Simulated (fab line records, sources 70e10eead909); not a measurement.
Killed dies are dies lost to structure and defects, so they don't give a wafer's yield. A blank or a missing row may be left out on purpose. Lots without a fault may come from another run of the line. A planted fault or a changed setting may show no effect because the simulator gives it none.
fab line records | flow nand_harc
record lots=5 wafers=15 last_day=33
route steps=1302 shown A_STAIRCASE@708
lots that met no fault: from a run of the same line without faults
start_h: hours from the record's first day to the start of the lot's first wafer shown | wait_h: hours since the lot's step before | " the same as in the row above | L1.1+2: a row that stands for several wafers | - no value, or no start given | * or withheld: withheld | < > ~ a bound
route shown NAME@n: a module of which the file shows steps, and the number in the route of the first | usual: mean/standard deviation of fault-free wafers | same: alike in all rows | chamber/n: place in a boat | sites: the reading at each site | _std_site: their standard deviation | _edge_site: outer sites' mean less inner sites' | radius_mm: how far each site lies from the wafer's centre | mask NAME#n: copy n | behind: the tool/chamber that last shaped the wafer | hold: why the lot was held/for how many hours/how that ended | device: the transistor (n, p or np) that didn't switch | end of line: the same wafers' tests at the end of the route | a step without rows: its recipe alone | killed: dies lost to structure and defects at the first sort, not the wafer's yield | map: a wafer's dies, x killed, . not, _ none there
set.NAME: the setting as run; set.NAME@STEP: as run at that earlier step | model.NAME: the simulator's own value behind a step, which no gauge read
lots at some steps of the route; a table a step, a row a wafer
services: from which hour (start_h, from the record's first day; less than 0 if before it) a tool's chamber was out of use, for how many hours, and why
## steps
# step NHARC_A_STAIRCASE_ETCH_194
# recipe target_depth_a=1000 time_s=40.5 ion_energy_ev=400 c4f8_flow_sccm=20 o2_flow_sccm=10 ar_flow_sccm=withheld rf_w=600 bias_w=1000 chemistry=C4F8/O2
# usual oes_product_au=0.944/0.01 rf_vpp_V=896/4.6
# columns lot.wafer tool chamber start_h wait_h oes_product_au rf_hours_counter_h rf_vpp_V
L077.2 rie_diel-03 0 - - 0.955 21 893
L077.4 " 1 " " 0.939 32 894
L077.3 " 3 " " 0.937 33 903
L088.3 rie_diel-03 3 - - 0.940 11 904
L088.1 " 1 " " 0.934 13 895
L088.6 " 0 " " 0.955 - 892
L092.4 rie_diel-03 1 - - 0.934 30 893
L092.1 " 2 " " 0.952 30 891
L092.6 " 0 " " 0.947 - 892
L095.2 rie_diel-03 3 - - 0.947 36 903
L095.1 " 1 " " 0.930 39 892
L095.4 " 2 " " 0.934 38 892
L097.2 rie_diel-08 1 - - 0.938 10 902
L097.1 " 3 " " 0.947 10 896
L097.4 " 0 " " 0.933 9 897
# step NHARC_A_STAIRCASE_TRIM_196
# recipe time_s=211.2 o2_flow_sccm=500 ar_flow_sccm=0 bias_w=0 chemistry=O2
# usual drypump_motor_current_A=5.7/0.47 oes_product_au=0.998/0.012 rf_vpp_V=57.8/0.95 showerhead_plenum_p_Torr=3.53/0.11 throttle_valve_pct=17.036/0.0089
# columns lot.wafer tool chamber start_h wait_h drypump_motor_current_A oes_product_au rf_hours_counter_h rf_vpp_V showerhead_plenum_p_Torr throttle_valve_pct
L077.3 rie_diel-03 0 390.80 0.1 5.3 1.018 21 57.0 3.44 17.035
L077.2 " 1 " " 6.1 1.001 32 58.4 3.49 17.024
L077.4 " 2 " " 4.8 1.013 32 57.7 3.46 17.039
L088.1 rie_diel-08 2 502.48 0.1 5.7 0.992 42 58.0 3.35 17.025
L088.3 " 0 " " 5.6 1.000 40 60.6 3.57 17.014
L088.6 " 1 " " 5.6 1.000 - 59.4 3.73 17.033
L092.4 rie_diel-09 0 544.16 0.1 5.7 0.998 11 57.2 3.45 17.045
L092.1 " 1 " " 5.7 0.987 15 58.9 3.47 17.031
L092.6 " 3 " " 6.6 1.001 - 59.6 3.51 17.022
L095.1 rie_diel-03 1 569.21 0.1 6.1 0.998 39 58.2 3.45 17.041
L095.4 " 3 " " 5.6 1.013 36 59.0 3.75 17.023
L095.2 " 0 " " 5.3 1.023 31 57.3 3.41 17.043
L097.2 rie_diel-03 3 583.31 0.1 5.6 1.004 39 58.2 3.75 17.034
L097.4 " 0 " " 5.3 1.023 35 57.6 3.41 17.037
L097.1 " 1 " " 6.1 0.986 43 57.1 3.45 17.035
# step NHARC_A_STAIRCASE_ETCH_197
# recipe target_depth_a=1000 time_s=40.5 ion_energy_ev=400 c4f8_flow_sccm=20 o2_flow_sccm=10 ar_flow_sccm=withheld rf_w=600 bias_w=1000 chemistry=C4F8/O2
# usual oes_product_au=0.944/0.02 rf_vpp_V=896/4.1
# columns lot.wafer tool chamber start_h wait_h oes_product_au rf_hours_counter_h rf_vpp_V
L077.2 rie_diel-03 2 - - 0.947 32 893
L077.3 " 0 " " 0.958 21 893
L077.4 " 1 " " 0.951 33 894
L088.1 rie_diel-08 2 - - 0.912 42 891
L088.3 " 0 " " 0.936 40 897
L088.6 " 1 " " 0.927 - 903
L092.4 rie_diel-09 2 - - 0.978 16 897
L092.1 " 3 " " 0.955 14 894
L092.6 " 1 " " 0.972 - 893
L095.1 rie_diel-03 1 - - 0.932 39 894
L095.4 " 2 " " 0.930 38 891
L095.2 " 3 " " 0.966 36 901
L097.2 rie_diel-03 1 - - 0.969 43 891
L097.4 " 3 " " 0.978 39 905
L097.1 " 0 " " 0.977 35 891
# step NHARC_A_STAIRCASE_TRIM_198
# recipe time_s=211.2 o2_flow_sccm=500 ar_flow_sccm=0 bias_w=0 chemistry=O2
# usual drypump_motor_current_A=5.6/0.44 oes_product_au=0.998/0.013 rf_vpp_V=57.7/0.8 showerhead_plenum_p_Torr=3.53/0.12 throttle_valve_pct=17.036/0.0085
# columns lot.wafer tool chamber start_h wait_h drypump_motor_current_A oes_product_au rf_hours_counter_h rf_vpp_V showerhead_plenum_p_Torr throttle_valve_pct
L077.3 rie_diel-03 2 - - 4.8 1.008 32 58.8 3.46 17.048
L077.4 " 0 " " 5.3 1.019 21 58.6 3.44 17.033
L077.2 " 1 " " 6.1 0.996 33 57.6 3.49 17.038
L088.1 rie_diel-08 3 - - 5.0 0.998 44 58.5 3.57 17.015
L088.3 " 0 " " 5.6 0.998 40 57.1 3.57 17.023
L088.6 " 2 " " 5.7 0.979 - 57.7 3.35 17.050
L092.4 rie_diel-09 1 - - 5.7 0.997 15 58.1 3.47 17.053
L092.1 " 3 " " 6.6 0.998 14 58.5 3.51 17.027
L092.6 " 1 " " 5.7 0.984 - 56.7 3.47 17.054
L095.2 rie_diel-03 2 - - 4.8 0.995 38 58.6 3.43 17.043
L095.1 " 3 " " 5.7 1.008 36 57.9 3.75 17.057
L095.4 " 1 " " 6.1 0.990 39 57.2 3.45 17.046
L097.1 rie_diel-03 1 - - 6.1 0.993 43 56.0 3.45 17.028
L097.4 " 2 " " 4.8 0.993 42 59.5 3.42 17.034
L097.2 " 3 " " 5.6 1.023 39 57.9 3.75 17.032
# step NHARC_A_STAIRCASE_ETCH_199
# recipe target_depth_a=1000 time_s=40.5 ion_energy_ev=400 c4f8_flow_sccm=20 o2_flow_sccm=10 ar_flow_sccm=withheld rf_w=600 bias_w=1000 chemistry=C4F8/O2
# usual oes_product_au=0.942/0.015 rf_vpp_V=896/4
# columns lot.wafer tool chamber start_h wait_h oes_product_au rf_hours_counter_h rf_vpp_V
L077.4 rie_diel-03 0 - - 0.958 21 894
L077.2 " 1 " " 0.951 33 893
L077.3 " 3 " " 0.939 33 905
L088.3 rie_diel-08 1 - - 0.936 39 903
L088.1 " 2 " " 0.927 43 889
L088.6 " 2 " " 0.925 - 889
L092.1 rie_diel-09 3 - - 0.962 14 897
L092.4 " 1 " " 0.957 15 893
L092.6 " 3 " " 0.946 - 895
L095.1 rie_diel-03 3 - - 0.945 36 904
L095.4 " 0 " " 0.978 31 892
L095.2 " 2 " " 0.941 38 893
L097.4 rie_diel-03 2 - - 0.957 42 893
L097.1 " 3 " " 0.964 39 904
L097.2 " 0 " " 0.979 35 891
# step NHARC_A_STAIRCASE_TRIM_200
# recipe time_s=211.2 o2_flow_sccm=500 ar_flow_sccm=0 bias_w=0 chemistry=O2
# usual drypump_motor_current_A=5.7/0.44 oes_product_au=0.997/0.013 rf_vpp_V=57.8/0.93 showerhead_plenum_p_Torr=3.53/0.11 throttle_valve_pct=17.037/0.0084
# columns lot.wafer tool chamber start_h wait_h drypump_motor_current_A oes_product_au rf_hours_counter_h rf_vpp_V showerhead_plenum_p_Torr throttle_valve_pct
L077.2 rie_diel-03 1 - - 6.1 1.002 33 57.2 3.49 17.040
L077.4 " 2 " " 4.8 1.006 32 56.5 3.46 17.051
L077.3 " 3 " " 5.6 0.994 33 58.9 3.79 17.046
L088.1 rie_diel-08 3 - - 5.0 0.999 44 57.1 3.57 17.039
L088.3 " 1 " " 5.5 1.001 39 57.4 3.72 17.032
L088.6 " 0 " " 5.6 1.006 - 57.7 3.57 17.025
L092.1 rie_diel-09 0 - - 5.7 0.996 11 57.1 3.45 17.040
L092.4 " 2 " " 5.5 1.004 16 54.9 3.58 17.028
L092.6 " 3 " " 6.6 1.007 - 57.8 3.51 17.031
L095.4 rie_diel-03 1 - - 6.1 0.992 39 56.3 3.45 17.038
L095.1 " 2 " " 4.8 1.019 38 57.8 3.43 17.045
L095.2 " 3 " " 5.6 1.035 36 58.9 3.75 17.051
L097.2 rie_diel-03 2 - - 4.8 1.006 42 54.6 3.42 17.037
L097.1 " 3 " " 5.6 1.006 40 58.3 3.75 17.032
L097.4 " 0 " " 5.3 1.033 35 56.6 3.41 17.038
# step NHARC_A_STAIRCASE_ETCH_201
# recipe target_depth_a=1000 time_s=40.5 ion_energy_ev=400 c4f8_flow_sccm=20 o2_flow_sccm=10 ar_flow_sccm=withheld rf_w=600 bias_w=1000 chemistry=C4F8/O2
# usual oes_product_au=0.939/0.013 rf_vpp_V=896/4.1
# columns lot.wafer tool chamber start_h wait_h oes_product_au rf_hours_counter_h rf_vpp_V
L077.4 rie_diel-03 1 - - 0.941 33 895
L077.3 " 3 " " 0.927 33 904
L077.2 " 0 " " 0.948 21 893
L088.1 rie_diel-08 3 - - 0.946 44 897
L088.3 " 1 " " 0.945 39 903
L088.6 " 3 " " 0.936 - 897
L092.4 rie_diel-09 1 - - 0.928 15 894
L092.1 " 2 " " 0.942 16 899
L092.6 " 1 " " 0.933 - 894
L095.4 rie_diel-03 0 - - 0.965 32 893
L095.1 " 1 " " 0.938 39 893
L095.2 " 3 " " 0.957 36 905
L097.4 rie_diel-03 2 - - 0.949 42 893
L097.1 " 3 " " 0.949 40 904
L097.2 " 0 " " 0.967 35 892
# step NHARC_A_STAIRCASE_TRIM_202
# recipe time_s=211.2 o2_flow_sccm=500 ar_flow_sccm=0 bias_w=0 chemistry=O2
# usual drypump_motor_current_A=5.6/0.44 oes_product_au=0.998/0.013 rf_vpp_V=57.9/0.88 showerhead_plenum_p_Torr=3.53/0.11 throttle_valve_pct=17.037/0.0082
# columns lot.wafer tool chamber start_h wait_h drypump_motor_current_A oes_product_au rf_hours_counter_h rf_vpp_V showerhead_plenum_p_Torr throttle_valve_pct
L077.3 rie_diel-03 0 - - 5.3 1.025 21 57.3 3.44 17.036
L077.4 " 1 " " 6.1 1.000 33 58.5 3.49 17.036
L077.2 " 2 " " 4.8 1.010 32 57.7 3.46 17.032
L088.1 rie_diel-08 1 - - 5.6 0.997 39 58.3 3.72 17.040
L088.3 " 3 " " 5.0 1.003 44 57.4 3.57 17.028
L088.6 " 2 " " 5.8 0.986 - 58.2 3.35 17.038
L092.4 rie_diel-09 1 - - 5.7 0.982 15 58.1 3.47 17.034
L092.1 " 2 " " 5.5 1.005 16 57.4 3.58 17.055
L092.6 " 1 " " 5.7 0.986 - 58.0 3.47 17.040
L095.1 rie_diel-03 1 - - 6.1 0.991 39 57.5 3.45 17.021
L095.4 " 2 " " 4.8 0.996 39 57.9 3.43 17.052
L095.2 " 3 " " 5.6 1.012 36 59.0 3.75 17.053
L097.1 rie_diel-03 1 - - 6.1 0.983 43 56.6 3.45 17.043
L097.4 " 2 " " 4.8 0.992 42 59.8 3.42 17.043
L097.2 " 3 " " 5.7 1.022 40 58.3 3.75 17.035
# step NHARC_A_STAIRCASE_ETCH_203
# recipe target_depth_a=1000 time_s=40.5 ion_energy_ev=400 c4f8_flow_sccm=20 o2_flow_sccm=10 ar_flow_sccm=withheld rf_w=600 bias_w=1000 chemistry=C4F8/O2
# usual oes_product_au=0.940/0.013 rf_vpp_V=896/4.2
# columns lot.wafer tool chamber start_h wait_h oes_product_au rf_hours_counter_h rf_vpp_V
L077.2 rie_diel-03 0 - - 0.958 21 893
L077.3 " 1 " " 0.943 33 894
L077.4 " 2 " " 0.957 32 893
L088.3 rie_diel-08 1 - - 0.928 39 904
L088.1 " 0 " " 0.943 40 898
L088.6 " 1 " " 0.927 - 903
L092.4 rie_diel-09 0 - - 0.933 11 893
L092.1 " 3 " " 0.941 15 894
L092.6 " 0 " " 0.931 - 894
L095.1 rie_diel-03 2 - - 0.935 39 892
L095.4 " 3 " " 0.961 36 905
L095.2 " 0 " " 0.981 32 892
L097.4 rie_diel-03 3 - - 0.956 40 904
L097.1 " 0 " " 0.972 35 891
L097.2 " 1 " " 0.937 43 892
# step NHARC_A_STAIRCASE_STRIP_205
# recipe power_w=1500 temp_c=250 chemistry=O2
# usual drypump_motor_current_A=5.71/0.27 heater_power_w=334/13
# columns lot.wafer tool chamber start_h wait_h drypump_motor_current_A heater_power_w rf_hours_counter_h
L077.2 plasma_asher-01 1 391.85 0.1 5.97 329 7
L077.4 " 1 " " 5.99 337 -
L077.3 " 0 " " 5.49 360 -
L088.1 plasma_asher-02 0 503.66 0.1 5.42 331 12
L088.3 " 1 " " 5.97 326 -
L088.6 " 0 " " 5.40 332 -
L092.1 plasma_asher-02 0 545.45 0.1 5.41 326 23
L092.4 " 1 " " 5.97 325 -
L092.6 " 0 " " 5.40 328 -
L095.2 plasma_asher-01 0 570.28 0.1 5.53 335 8
L095.1 " 1 " " 5.98 342 8
L095.4 " 1 " " 5.98 345 -
L097.2 plasma_asher-01 1 584.37 0.1 5.97 348 12
L097.1 " 0 " " 5.53 349 12
L097.4 " 0 " " 5.51 327 -
# step NHARC_A_STAIRCASE_STRIP_206
# recipe time_s=900 temp_c=130 chemistry=SPM
# usual bath_heat_duty_pct=15.3/2.1
# columns lot.wafer tool chamber start_h wait_h bath_heat_duty_pct
L077.3 wet_bench-02 7 392.20 0.2 14.2
L077.2 " 1 " " 14.8
L077.4 " 2 " " 16.2
L088.3 wet_bench-05 1 504.01 0.2 12.4
L088.1 " 2 " " 13.5
L088.6 " 5 " " 14.8
L092.1 wet_bench-03 3 545.76 0.3 16.1
L092.4 " 5 " " 11.8
L092.6 " 6 " " 15.4
L095.2 wet_bench-03 4 570.62 0.3 17.5
L095.4 " 7 " " 11.5
L095.1 " 1 " " 16.5
L097.2 wet_bench-03 1 584.73 0.3 15.6
L097.1 " 2 " " 15.1
L097.4 " 3 " " 16.2
# step NHARC_A_STAIRCASE_PRECLEAN_207
# recipe time_s=* temp_c=50 bath_age_min=0 chemistry=SC1
# usual bath_heat_duty_pct=7.3/1.1
# columns lot.wafer tool chamber start_h wait_h bath_heat_duty_pct
L077.3 wet_bench-02 7 - - 6.7
L077.2 " 1 " " 6.5
L077.4 " 2 " " 7.9
L088.3 wet_bench-05 1 - - 6.5
L088.1 " 2 " " 5.7
L088.6 " 5 " " 6.5
L092.1 wet_bench-03 3 - - 7.3
L092.4 " 5 " " 6.1
L092.6 " 6 " " 7.3
L095.2 wet_bench-03 4 - - 9.2
L095.4 " 7 " " 5.4
L095.1 " 1 " " 7.2
L097.2 wet_bench-03 1 - - 8.5
L097.1 " 2 " " 6.9
L097.4 " 3 " " 8.0
# step NHARC_A_STAIRCASE_SRD_208
# columns lot.wafer tool chamber start_h wait_h
L077.3+2+4 wet_bench-02 7,1,2 - -
L088.3+1+6 wet_bench-05 1,2,5 - -
L092.1+4+6 wet_bench-03 3,5,6 - -
L095.2+4+1 wet_bench-03 4,7,1 - -
L097.2+1+4 wet_bench-03 1,2,3 - -
# step NHARC_A_STAIRCASE_DEHYDRATE_209
# recipe temp_c=150 time_s=120
# columns lot.wafer tool chamber start_h wait_h
L077.2+3+4 litho_track-05 0 392.66 -
L088.1+3+6 litho_track-03 0 504.46 -
L092.1+4+6 litho_track-03 0 546.20 -
L095.1+2+4 litho_track-05 0 571.08 -
L097.1+2+4 litho_track-07 0 585.17 -
# step NHARC_A_STAIRCASE_HMDS_210
# recipe time_s=30
# columns lot.wafer tool chamber start_h wait_h
L077.2+3+4 litho_track-05 0 - -
L088.1+3+6 litho_track-03 0 - -
L092.1+4+6 litho_track-03 0 - -
L095.1+2+4 litho_track-05 0 - -
L097.1+2+4 litho_track-07 0 - -
# step NHARC_A_STAIRCASE_COAT_211
# recipe spin_rpm=1200
# columns lot.wafer tool chamber start_h wait_h
L077.2+3+4 litho_track-05 0 - -
L088.1+3+6 litho_track-03 0 - -
L092.1+4+6 litho_track-03 0 - -
L095.1+2+4 litho_track-05 0 - -
L097.1+2+4 litho_track-07 0 - -
# step NHARC_A_STAIRCASE_SOFTBAKE_212
# recipe temp_c=135 time_s=170
# columns lot.wafer tool chamber start_h wait_h
L077.2+3+4 litho_track-05 0 - -
L088.1+3+6 litho_track-03 0 - -
L092.1+4+6 litho_track-03 0 - -
L095.1+2+4 litho_track-05 0 - -
L097.1+2+4 litho_track-07 0 - -
# step NHARC_A_STAIRCASE_EBR_213
# columns lot.wafer tool chamber start_h wait_h
L077.2+3+4 litho_track-05 0 - -
L088.1+3+6 litho_track-03 0 - -
L092.1+4+6 litho_track-03 0 - -
L095.1+2+4 litho_track-05 0 - -
L097.1+2+4 litho_track-07 0 - -
# step NHARC_A_STAIRCASE_EXPOSE_214
# recipe na=0.5 dose_mj=31.26 mask_id=STAIR_3
# usual focus_offset_nm=0.0/0.52
# columns lot.wafer tool chamber start_h wait_h mask focus_offset_nm
L077.2 krf_scanner-04 0 393.00 - STAIR_3#0 -0.3
L077.3 " 0 " " STAIR_3#0 0.6
L077.4 " 0 " " STAIR_3#0 0.6
L088.1 krf_scanner-01 0 504.80 - STAIR_3#0 -0.3
L088.3 " 0 " " STAIR_3#0 0.1
L088.6 " 0 " " STAIR_3#0 -0.6
L092.1 krf_scanner-03 0 546.53 - STAIR_3#0 0.3
L092.4 " 0 " " STAIR_3#0 -0.3
L092.6 " 0 " " STAIR_3#0 0.1
L095.1 krf_scanner-04 0 571.41 - STAIR_3#0 -0.1
L095.2 " 0 " " STAIR_3#0 -0.5
L095.4 " 0 " " STAIR_3#0 -0.1
L097.1 krf_scanner-04 0 585.50 - STAIR_3#0 0.4
L097.2 " 0 " " STAIR_3#0 0.0
L097.4 " 0 " " STAIR_3#0 -0.5
# step NHARC_A_STAIRCASE_PEB_215
# recipe peb_temp_c=115 peb_time_s=130
# columns lot.wafer tool chamber start_h wait_h
L077.2+3+4 litho_track-03 0 393.06 0.1
L088.1+3+6 litho_track-05 0 504.86 0.1
L092.1+4+6 litho_track-05 0 546.60 0.1
L095.1+2+4 litho_track-03 0 571.48 0.1
L097.1+2+4 litho_track-03 0 585.57 0.1
# step NHARC_A_STAIRCASE_DEVELOP_216
# recipe time_s=140
# columns lot.wafer tool chamber start_h wait_h
L077.2+3+4 litho_track-03 0 - -
L088.1+3+6 litho_track-05 0 - -
L092.1+4+6 litho_track-05 0 - -
L095.1+2+4 litho_track-03 0 - -
L097.1+2+4 litho_track-03 0 - -
# step NHARC_A_STAIRCASE_HARDBAKE_218
# recipe temp_c=120 time_s=140
# columns lot.wafer tool chamber start_h wait_h
L077.2+3+4 litho_track-05 0 393.28 -
L088.1+3+6 litho_track-07 0 505.08 -
L092.1+4+6 litho_track-05 0 546.82 -
L095.1+2+4 litho_track-05 0 571.71 -
L097.1+2+4 litho_track-03 0 585.79 -
# step NHARC_A_STAIRCASE_DESCUM_219
# recipe time_s=3 o2_flow_sccm=200 ar_flow_sccm=0 bias_power_w=0 chemistry=O2
# usual drypump_motor_current_A=5.6/0.43 oes_product_au=0.997/0.011 rf_vpp_V=57.7/0.84 showerhead_plenum_p_Torr=1.91/0.066 throttle_valve_pct=11.310/0.0093
# columns lot.wafer tool chamber start_h wait_h drypump_motor_current_A oes_product_au rf_hours_counter_h rf_vpp_V showerhead_plenum_p_Torr throttle_valve_pct
L077.3 rie_diel-09 0 393.37 - 5.8 0.979 23 56.5 1.88 11.319
L077.2 " 1 " " 5.7 0.997 23 58.4 1.90 11.297
L077.4 " 2 " " 5.5 0.986 25 57.2 1.96 11.307
L088.1 rie_diel-08 2 505.18 - 5.7 0.985 44 57.8 1.81 11.323
L088.3 " 0 " " 5.6 1.004 41 57.5 1.94 11.323
L088.6 " 2 " " 5.7 0.990 - 57.5 1.81 11.312
L092.1 rie_diel-03 2 548.62 - 4.8 1.002 32 57.9 1.86 11.314
L092.4 " 3 " " 5.6 1.007 30 57.5 2.05 11.317
L092.6 " 0 " " 5.3 1.022 - 57.5 1.85 11.305
L095.2 rie_diel-09 1 571.80 - 5.7 0.986 26 57.2 1.88 11.318
L095.4 " 3 " " 6.6 0.986 25 56.5 1.90 11.322
L095.1 " 0 " " 5.8 0.983 22 57.3 1.87 11.314
L097.1 rie_diel-08 2 585.88 - 5.7 0.983 12 57.9 1.80 11.307
L097.4 " 0 " " 5.6 1.000 10 58.9 1.93 11.314
L097.2 " 1 " " 5.6 0.995 11 57.2 2.02 11.301
# step NHARC_A_STAIRCASE_TRIM_220
# recipe time_s=211.2 o2_flow_sccm=500 ar_flow_sccm=0 bias_w=0 chemistry=O2
# usual drypump_motor_current_A=5.6/0.42 oes_product_au=0.998/0.011 rf_vpp_V=57.8/0.83 showerhead_plenum_p_Torr=3.54/0.11 throttle_valve_pct=17.036/0.0099
# columns lot.wafer tool chamber start_h wait_h drypump_motor_current_A oes_product_au rf_hours_counter_h rf_vpp_V showerhead_plenum_p_Torr throttle_valve_pct
L077.3 rie_diel-09 1 393.45 0.1 5.7 0.988 23 58.0 3.50 17.034
L077.4 " 2 " " 5.5 0.980 25 59.2 3.61 17.021
L077.2 " 0 " " 5.8 0.984 23 57.1 3.48 17.036
L088.1 rie_diel-08 0 505.40 0.2 5.6 1.002 41 58.2 3.57 17.025
L088.3 " 2 " " 5.7 0.994 44 58.0 3.35 17.056
L088.6 " 0 " " 5.6 1.006 - 57.4 3.57 17.034
L092.4 rie_diel-03 0 548.72 0.1 5.3 1.026 25 58.6 3.42 17.057
L092.1 " 1 " " 6.1 1.000 35 58.4 3.45 17.052
L092.6 " 0 " " 5.3 1.013 - 57.3 3.41 17.032
L095.2 rie_diel-09 3 571.88 0.1 6.6 1.009 25 59.0 3.50 17.040
L095.1 " 0 " " 5.8 1.010 22 57.9 3.45 17.036
L095.4 " 2 " " 5.5 0.996 25 57.5 3.58 17.028
L097.2 rie_diel-08 2 585.97 0.1 5.7 0.997 12 57.0 3.33 17.026
L097.1 " 0 " " 5.6 1.004 10 59.0 3.55 17.030
L097.4 " 1 " " 5.6 0.999 11 59.9 3.71 17.036
# step NHARC_A_STAIRCASE_ETCH_221
# recipe target_depth_a=1000 time_s=40.5 ion_energy_ev=400 c4f8_flow_sccm=20 o2_flow_sccm=10 ar_flow_sccm=withheld rf_w=600 bias_w=1000 chemistry=C4F8/O2
# usual oes_product_au=0.940/0.016 rf_vpp_V=896/4.1
# columns lot.wafer tool chamber start_h wait_h oes_product_au rf_hours_counter_h rf_vpp_V
L077.4 rie_diel-09 1 - - 0.931 23 895
L077.3 " 2 " " 0.931 25 899
L077.2 " 3 " " 0.965 26 895
L088.3 rie_diel-08 2 - - 0.929 44 889
L088.1 " 1 " " 0.942 40 902
L088.6 " 2 " " 0.929 - 888
L092.1 rie_diel-03 2 - - 0.937 32 892
L092.4 " 3 " " 0.954 30 904
L092.6 " 2 " " 0.945 - 895
L095.4 rie_diel-09 2 - - 0.951 26 897
L095.1 " 3 " " 0.946 25 896
L095.2 " 0 " " 0.952 22 891
L097.2 rie_diel-08 2 - - 0.941 12 890
L097.1 " 3 " " 0.936 11 896
L097.4 " 0 " " 0.948 10 897
# step NHARC_A_STAIRCASE_TRIM_222
# recipe time_s=211.2 o2_flow_sccm=500 ar_flow_sccm=0 bias_w=0 chemistry=O2
# usual drypump_motor_current_A=5.6/0.44 oes_product_au=0.997/0.011 rf_vpp_V=57.8/0.78 showerhead_plenum_p_Torr=3.53/0.11 throttle_valve_pct=17.036/0.0093
# columns lot.wafer tool chamber start_h wait_h drypump_motor_current_A oes_product_au rf_hours_counter_h rf_vpp_V showerhead_plenum_p_Torr throttle_valve_pct
L077.3 rie_diel-09 1 - - 5.7 0.992 23 57.8 3.50 17.033
L077.2 " 2 " " 5.5 0.977 25 57.1 3.61 17.036
L077.4 " 3 " " 6.6 0.988 26 57.3 3.53 17.016
L088.3 rie_diel-08 3 - - 5.0 1.008 46 58.9 3.57 17.038
L088.1 " 1 " " 5.6 0.990 40 57.6 3.72 17.037
L088.6 " 2 " " 5.7 0.982 - 58.6 3.35 17.042
L092.1 rie_diel-03 1 - - 6.1 1.001 35 58.5 3.45 17.040
L092.4 " 3 " " 5.7 1.010 30 58.1 3.76 17.035
L092.6 " 0 " " 5.3 1.023 - 58.6 3.41 17.057
L095.2 rie_diel-09 2 - - 5.5 1.000 26 58.6 3.58 17.041
L095.4 " 3 " " 6.6 0.990 25 57.8 3.50 17.045
L095.1 " 0 " " 5.7 1.002 22 58.9 3.45 17.021
L097.2 rie_diel-08 2 - - 5.7 0.997 12 56.8 3.33 17.032
L097.4 " 0 " " 5.6 1.000 10 59.2 3.55 17.048
L097.1 " 1 " " 5.5 1.000 11 59.3 3.71 17.019
# step NHARC_A_STAIRCASE_ETCH_223
# recipe target_depth_a=1000 time_s=40.5 ion_energy_ev=400 c4f8_flow_sccm=20 o2_flow_sccm=10 ar_flow_sccm=withheld rf_w=600 bias_w=1000 chemistry=C4F8/O2
# usual oes_product_au=0.939/0.013 rf_vpp_V=896/4.2
# columns lot.wafer tool chamber start_h wait_h oes_product_au rf_hours_counter_h rf_vpp_V
L077.2 rie_diel-09 1 - - 0.943 23 895
L077.3 " 3 " " 0.947 26 896
L077.4 " 0 " " 0.926 23 894
L088.3 rie_diel-08 2 - - 0.933 44 891
L088.1 " 3 " " 0.934 46 899
L088.6 " 0 " " 0.949 - 897
L092.4 rie_diel-03 1 - - 0.934 35 892
L092.1 " 0 " " 0.946 25 891
L092.6 " 1 " " 0.928 - 893
L095.2 rie_diel-09 3 - - 0.940 25 895
L095.1 " 1 " " 0.933 26 894
L095.4 " 2 " " 0.945 26 898
L097.1 rie_diel-08 1 - - 0.950 11 901
L097.4 " 2 " " 0.941 13 889
L097.2 " 3 " " 0.941 11 897
# step NHARC_A_STAIRCASE_TRIM_224
# recipe time_s=211.2 o2_flow_sccm=500 ar_flow_sccm=0 bias_w=0 chemistry=O2
# usual drypump_motor_current_A=5.6/0.43 oes_product_au=0.998/0.011 rf_vpp_V=57.8/0.86 showerhead_plenum_p_Torr=3.54/0.11 throttle_valve_pct=17.036/0.0081
# columns lot.wafer tool chamber start_h wait_h drypump_motor_current_A oes_product_au rf_hours_counter_h rf_vpp_V showerhead_plenum_p_Torr throttle_valve_pct
L077.2 rie_diel-09 0 - - 5.8 0.983 23 57.5 3.48 17.041
L077.3 " 1 " " 5.7 0.992 23 57.3 3.50 17.046
L077.4 " 3 " " 6.6 1.003 26 57.5 3.54 17.041
L088.1 rie_diel-08 3 - - 5.0 0.998 46 57.0 3.57 17.033
L088.3 " 1 " " 5.6 0.997 40 58.1 3.72 17.028
L088.6 " 3 " " 5.0 1.004 - 56.9 3.57 17.027
L092.1 rie_diel-03 2 - - 4.8 1.006 33 57.5 3.43 17.032
L092.4 " 0 " " 5.3 1.020 26 57.7 3.41 17.034
L092.6 " 2 " " 4.8 0.994 - 57.5 3.43 17.050
L095.2 rie_diel-09 3 - - 6.6 0.992 25 59.4 3.50 17.038
L095.1 " 0 " " 5.8 0.992 22 57.7 3.45 17.029
L095.4 " 1 " " 5.7 0.984 26 58.3 3.47 17.031
L097.1 rie_diel-08 2 - - 5.7 0.991 13 57.1 3.33 17.043
L097.2 " 3 " " 5.0 0.990 11 57.4 3.56 17.041
L097.4 " 0 " " 5.6 1.003 10 58.3 3.55 17.027
# step NHARC_A_STAIRCASE_ETCH_225
# recipe target_depth_a=1000 time_s=40.5 ion_energy_ev=400 c4f8_flow_sccm=20 o2_flow_sccm=10 ar_flow_sccm=withheld rf_w=600 bias_w=1000 chemistry=C4F8/O2
# usual oes_product_au=0.939/0.013 rf_vpp_V=896/4.2
# columns lot.wafer tool chamber start_h wait_h oes_product_au rf_hours_counter_h rf_vpp_V
L077.2 rie_diel-09 3 - - 0.945 26 896
L077.4 " 1 " " 0.930 23 894
L077.3 " 2 " " 0.941 26 898
L088.1 rie_diel-08 1 - - 0.943 40 904
L088.3 " 2 " " 0.928 44 889
L088.6 " 0 " " 0.951 - 897
L092.1 rie_diel-03 3 - - 0.949 31 905
L092.4 " 1 " " 0.931 35 893
L092.6 " 2 " " 0.941 - 892
L095.4 rie_diel-09 3 - - 0.943 25 895
L095.1 " 0 " " 0.961 22 894
L095.2 " 1 " " 0.936 26 894
L097.1 rie_diel-08 3 - - 0.935 12 898
L097.4 " 0 " " 0.955 10 897
L097.2 " 1 " " 0.949 11 904
## services
# columns tool chamber start_h hours kind
rie_diel-08 - 368.21 9.0 pm
wet_bench-03 - 386.40 8.0 pm
rie_diel-08 0 390.98 3.2 repair
wet_bench-03 - 401.65 1.1 repair
wet_bench-02 - 420.02 8.0 pm
litho_track-07 - 426.00 7.0 pm
plasma_asher-02 - 426.00 9.0 pm
rie_diel-03 2 432.20 15.3 repair
wet_bench-05 - 436.80 8.0 pm
rie_diel-08 - 444.42 3.7 repair
litho_track-03 - 450.00 7.0 pm
krf_scanner-04 - 450.21 2.6 repair
rie_diel-03 - 458.56 9.0 pm
litho_track-05 - 474.00 7.0 pm
krf_scanner-04 - 483.25 0.3 repair
plasma_asher-02 - 489.32 10.3 repair
rie_diel-09 - 499.68 9.0 pm
plasma_asher-01 - 519.05 9.0 pm
krf_scanner-04 - 526.00 4.0 pm
wet_bench-02 - 533.96 1.7 repair
rie_diel-08 1 542.38 3.7 repair
rie_diel-08 - 545.21 9.0 pm
wet_bench-03 - 562.40 8.0 pm
wet_bench-05 - 564.27 30.0 repair
## key
fault none
